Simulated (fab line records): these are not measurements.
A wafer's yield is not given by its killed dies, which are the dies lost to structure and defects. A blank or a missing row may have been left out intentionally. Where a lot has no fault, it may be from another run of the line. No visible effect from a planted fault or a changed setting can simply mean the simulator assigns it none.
Chamber matching + flow n5_finfet + N5_BEOL_M13_ETCH_67 on rie_diel-06: 4 sister chambers
The step etches SiARC in CF4, target depth 143 nm, time 238.3 s. 8 wafers are shown with their chamber, then 11 later ones without.

== WAFERS PAIRED WITH THEIR CHAMBERS ==
| wafer  | chamber | drypump_motor_current_A (A) | showerhead_plenum_p_Torr (Torr) |
|--------|---------|-----------------------------|---------------------------------|
| L080.2 | 3       | 6.0                         | 2.07                            |
| L083.1 | 1       | 6.2                         | 2.09                            |
| L083.3 | 0       | 5.4                         | 2.29                            |
| L083.4 | 2       | 5.9                         | 2.18                            |
| L087.1 | 2       | 5.9                         | 2.18                            |
| L087.2 | 0       | 5.5                         | 2.28                            |
| L087.3 | 3       | 6.0                         | 2.07                            |
| L087.4 | 1       | 6.2                         | 2.08                            |

== WAFERS WITHOUT THEIR CHAMBER ==
| wafer  | drypump_motor_current_A (A) | showerhead_plenum_p_Torr (Torr) |
|--------|-----------------------------|---------------------------------|
| L087.5 | 5.9                         | 2.18                            |
| L087.6 | 6.2                         | 2.08                            |
| L091.1 | 5.4                         | 2.28                            |
| L091.5 | 6.2                         | 2.08                            |
| L091.6 | 5.4                         | 2.28                            |
| L093.1 | 6.2                         | 2.08                            |
| L093.2 | 5.9                         | 2.18                            |
| L093.3 | 6.0                         | 2.07                            |
| L093.4 | 6.2                         | 2.08                            |
| L093.5 | 6.0                         | 2.07                            |
| L093.6 | 5.9                         | 2.18                            |

== WHICH CHAMBER EACH WENT THROUGH ==
| wafer  | from the rows above | in truth |
|--------|---------------------|----------|
| L087.5 | 2                   | 2        |
| L087.6 | 1                   | 1        |
| L091.1 | 0                   | 0        |
| L091.5 | 1                   | 1        |
| L091.6 | 0                   | 0        |
| L093.1 | 1                   | 1        |
| L093.2 | 2                   | 2        |
| L093.3 | 3                   | 3        |
| L093.4 | 1                   | 1        |
| L093.5 | 3                   | 3        |
| L093.6 | 2                   | 2        |
Correct placement for 11 of the 11. Left unplaced by these rows: 0. Wrongly placed: 0.
How it was worked out, from the rows above alone: a wafer's distance from a chamber is the root of the sum, over the readings, of the square of ((its reading less the chamber's mean) divided by the reading's scatter). If the next closest chamber is less than 2 further off than the closest, the wafer can't be placed; otherwise it belongs to the closest. A chamber's mean is the mean of its shown wafers. How the scatter is found: for the shown wafers, subtract from each reading the mean of its chamber, square and add these, divide the total by (wafers less chambers), then take the root.
